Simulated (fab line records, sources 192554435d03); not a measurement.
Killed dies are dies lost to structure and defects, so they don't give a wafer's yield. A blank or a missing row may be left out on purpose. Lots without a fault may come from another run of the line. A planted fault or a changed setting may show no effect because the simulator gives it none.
Problem report in the 8D (eight disciplines) form, filled by code | flow n5_finfet | the parts of the form that need people (team, actions taken, sign-off) are left out

1. THE PROBLEM
time_to_endpoint_s at N5_STI_FIN_REVEAL_CMP_04 reads a mean of 202 s on 1 wafer of 1 lot; wafers without a fault read 102 s with a standard deviation of 4. That is +25 standard deviations from the usual mean.
The step: polishes, stops on Si3N4, t overpolish 4 s, target thk 131.83 nm.
First seen on wafer L550.2, day 6 15:32, on cmp-01. The record holds 28 wafers of 11 lots with a number at this step. Rule for "out", or "out of limits": more than 4 standard deviations from the usual mean. The other wafers with a number count as sound.

2. WHAT IT IS AND WHAT IT IS NOT
question                    | is                 | is not
which readings at this step | time_to_endpoint_s | motor_current_A, overpolish_run_s
which lots                  | L550               | L533, L535, L537, L538, L540, L542, L543, L544, L555, L556
which wafers of those lots  | L550.2             | L550.1, L550.4
read on which tools         | cmp-01             | cmp-02, cmp-03
when                        | from day 6 15:32   | up to then (22 sound wafers); but 5 sound wafers of L555, L556 came after

3. SUSPECTS, AND WHAT RULES EACH OUT
Counting: a tool at a process step up to the reading stays a suspect if it ran every lot that is out. Sound lots after the first of them don't rule it out here, since some wafers of a struck lot are sound.
- rie_diel-05 at N5_FIN_CUT_DESCUM_13 (chemistry O2, time 7 s): kept. It ran the lot that is out, L550 (day 6 09:28); its last sound lot up to then is L540 (day 3 21:22).
- ald_sin-04 at N5_STI_FIN_REVEAL_ALD_14 (deposits Si3N4, target thk 3 nm): kept. It ran the lot that is out, L550 (day 6 10:28); its last sound lot up to then is L544 (day 5 00:28).
- cmp-01 at N5_STI_FIN_REVEAL_CMP_04 (polishes, stops on Si3N4, t overpolish 4 s, target thk 131.83 nm): kept. It ran the lot that is out, L550 (day 6 15:32); its last sound lot up to then is L543 (day 4 23:01). Its own readings are out on those wafers: time_to_endpoint_s.
- Within rie_diel-05 at N5_FIN_CUT_DESCUM_13: the wafers that are out ran in chamber 0; their sound lot-mates ran in chambers 1, 2.
- Within ald_sin-04 at N5_STI_FIN_REVEAL_ALD_14: the wafers that are out ran in chamber 3; their sound lot-mates ran in chambers 0, 1.
- Within cmp-01 at N5_STI_FIN_REVEAL_CMP_04: the wafers that are out ran in chamber 2; their sound lot-mates ran in chambers 1, 3.
Left after counting: rie_diel-05 at N5_FIN_CUT_DESCUM_13, ald_sin-04 at N5_STI_FIN_REVEAL_ALD_14, cmp-01 at N5_STI_FIN_REVEAL_CMP_04.

4. THE CAUSE (what the simulator had put in)
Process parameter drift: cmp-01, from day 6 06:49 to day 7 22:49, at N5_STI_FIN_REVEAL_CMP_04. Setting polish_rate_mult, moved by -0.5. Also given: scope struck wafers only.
Counting left 3 suspects, and this tool is among them.

5. THE CHAIN OF EFFECTS, in route order
Each row: a reading whose mean over the struck wafers that have a number lies more than 3 standard deviations from the usual. Only readings for which the record gives a usual standard deviation are gone through. hours: the time from each lot's start at the first step in this table that gives one to its start at this step, as a median over the lots. sigmas: the change in usual standard deviations.
hours | step                     | reading            | usual | on struck wafers | change | sigmas
0     | N5_STI_FIN_REVEAL_CMP_04 | time_to_endpoint_s | 102 s | 202              | +100   | +25
The process steps in it:
- N5_STI_FIN_REVEAL_CMP_04: polishes, stops on Si3N4, t overpolish 4 s, target thk 131.83 nm.
Later measuring or inspecting steps at which every struck wafer that the step has a row for has a number for every such reading, and none has moved that far: N5_BEOL_M4_RC_MEAS_101.

6. WHAT WOULD HAVE CAUGHT IT SOONER
In this record the first reading out of limits was taken at day 6 15:32, 9 hours after the fault began at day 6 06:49.
